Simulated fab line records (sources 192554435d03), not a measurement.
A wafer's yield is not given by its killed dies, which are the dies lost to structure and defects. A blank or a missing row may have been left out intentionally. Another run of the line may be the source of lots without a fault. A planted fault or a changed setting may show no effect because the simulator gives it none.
Matching of chambers || flow n5-finfet || N5_BEOL_M4_ILD_DEP_00 on pecvd-03 has 3 sister chambers
The step deposits SiOC from DEMS/O2, target thk 79 nm, time 15.3 s. 14 wafers are shown with their chamber, then 7 later ones without.

EACH WAFER AND ITS CHAMBER
{"wafer": "L074.2", "chamber": 0, "heater-power-w (W)": 364, "showerhead-plenum-p-Torr (Torr)": 5.663, "throttle-valve-pct (%)": 12.7}
{"wafer": "L074.3", "chamber": 2, "heater-power-w (W)": 346, "showerhead-plenum-p-Torr (Torr)": 5.679, "throttle-valve-pct (%)": 12.3}
{"wafer": "L074.4", "chamber": 0, "heater-power-w (W)": 371, "showerhead-plenum-p-Torr (Torr)": 5.692, "throttle-valve-pct (%)": 12.4}
{"wafer": "L076.1", "chamber": 0, "heater-power-w (W)": 376, "showerhead-plenum-p-Torr (Torr)": 5.675, "throttle-valve-pct (%)": 12.7}
{"wafer": "L076.3", "chamber": 2, "heater-power-w (W)": 386, "showerhead-plenum-p-Torr (Torr)": 5.698, "throttle-valve-pct (%)": 12.4}
{"wafer": "L076.4", "chamber": 1, "heater-power-w (W)": 556, "showerhead-plenum-p-Torr (Torr)": 5.701, "throttle-valve-pct (%)": 12.5}
{"wafer": "L077.1", "chamber": 1, "heater-power-w (W)": 580, "showerhead-plenum-p-Torr (Torr)": 5.702, "throttle-valve-pct (%)": 12.5}
{"wafer": "L077.4", "chamber": 2, "heater-power-w (W)": 382, "showerhead-plenum-p-Torr (Torr)": 5.691, "throttle-valve-pct (%)": 11.8}
{"wafer": "L077.6", "chamber": 1, "heater-power-w (W)": 578, "showerhead-plenum-p-Torr (Torr)": 5.700, "throttle-valve-pct (%)": 12.4}
{"wafer": "L080.1", "chamber": 0, "heater-power-w (W)": 318, "showerhead-plenum-p-Torr (Torr)": 5.655, "throttle-valve-pct (%)": 12.4}
{"wafer": "L080.2", "chamber": 1, "heater-power-w (W)": 500, "showerhead-plenum-p-Torr (Torr)": 5.711, "throttle-valve-pct (%)": 12.4}
{"wafer": "L080.4", "chamber": 2, "heater-power-w (W)": 361, "showerhead-plenum-p-Torr (Torr)": 5.682, "throttle-valve-pct (%)": 12.2}
{"wafer": "L082.1", "chamber": 0, "heater-power-w (W)": 387, "showerhead-plenum-p-Torr (Torr)": 5.667, "throttle-valve-pct (%)": 12.2}
{"wafer": "L082.2", "chamber": 2, "heater-power-w (W)": 310, "showerhead-plenum-p-Torr (Torr)": 5.687, "throttle-valve-pct (%)": 12.3}

SIGNATURES (means of the wafers above)
{"reading": "heater-power-w", "chamber 0": 363.20, "chamber 1": 553.50, "chamber 2": 357.00, "scatter within a chamber": 31.4}
{"reading": "showerhead-plenum-p-Torr", "chamber 0": 5.67040, "chamber 1": 5.70350, "chamber 2": 5.68740, "scatter within a chamber": 0.00997}
{"reading": "throttle-valve-pct", "chamber 0": 12.480, "chamber 1": 12.450, "chamber 2": 12.200, "scatter within a chamber": 0.195}
Rule: a wafer lies at a distance from a chamber equal to the root of the sum of squares, over the readings, of (its reading less the chamber's mean, divided by the reading's scatter). The wafer belongs to the nearest chamber; if the next one is less than 2 further off, it can't be placed. The scatter is the square root of a quotient: the sum, over the shown wafers, of each reading's squared deviation from its chamber's mean, divided by wafers minus chambers.

WAFERS WHOSE CHAMBER IS MISSING
{"wafer": "L082.6", "heater-power-w (W)": 385, "showerhead-plenum-p-Torr (Torr)": 5.651, "throttle-valve-pct (%)": 12.3}
{"wafer": "L086.2", "heater-power-w (W)": 505, "showerhead-plenum-p-Torr (Torr)": 5.691, "throttle-valve-pct (%)": 12.5}
{"wafer": "L086.3", "heater-power-w (W)": 357, "showerhead-plenum-p-Torr (Torr)": 5.682, "throttle-valve-pct (%)": 12.6}
{"wafer": "L086.4", "heater-power-w (W)": 373, "showerhead-plenum-p-Torr (Torr)": 5.666, "throttle-valve-pct (%)": 12.5}
{"wafer": "L087.2", "heater-power-w (W)": 582, "showerhead-plenum-p-Torr (Torr)": 5.698, "throttle-valve-pct (%)": 12.2}
{"wafer": "L087.4", "heater-power-w (W)": 585, "showerhead-plenum-p-Torr (Torr)": 5.713, "throttle-valve-pct (%)": 12.7}
{"wafer": "L087.6", "heater-power-w (W)": 356, "showerhead-plenum-p-Torr (Torr)": 5.685, "throttle-valve-pct (%)": 12.0}

CHAMBER TAKEN BY EACH
{"wafer": "L082.6", "from the rows above": "can't be placed: 0 or 2", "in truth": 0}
{"wafer": "L086.2", "from the rows above": 1, "in truth": 1}
{"wafer": "L086.3", "from the rows above": "can't be placed: 0 or 2", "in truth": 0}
{"wafer": "L086.4", "from the rows above": 0, "in truth": 0}
{"wafer": "L087.2", "from the rows above": 1, "in truth": 1}
{"wafer": "L087.4", "from the rows above": 1, "in truth": 1}
{"wafer": "L087.6", "from the rows above": "can't be placed: 2 or 0", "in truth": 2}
4 of 7 placed correctly. From these rows, 3 cannot be placed; in 3 the true chamber is one of the candidates. Placed wrongly: 0.
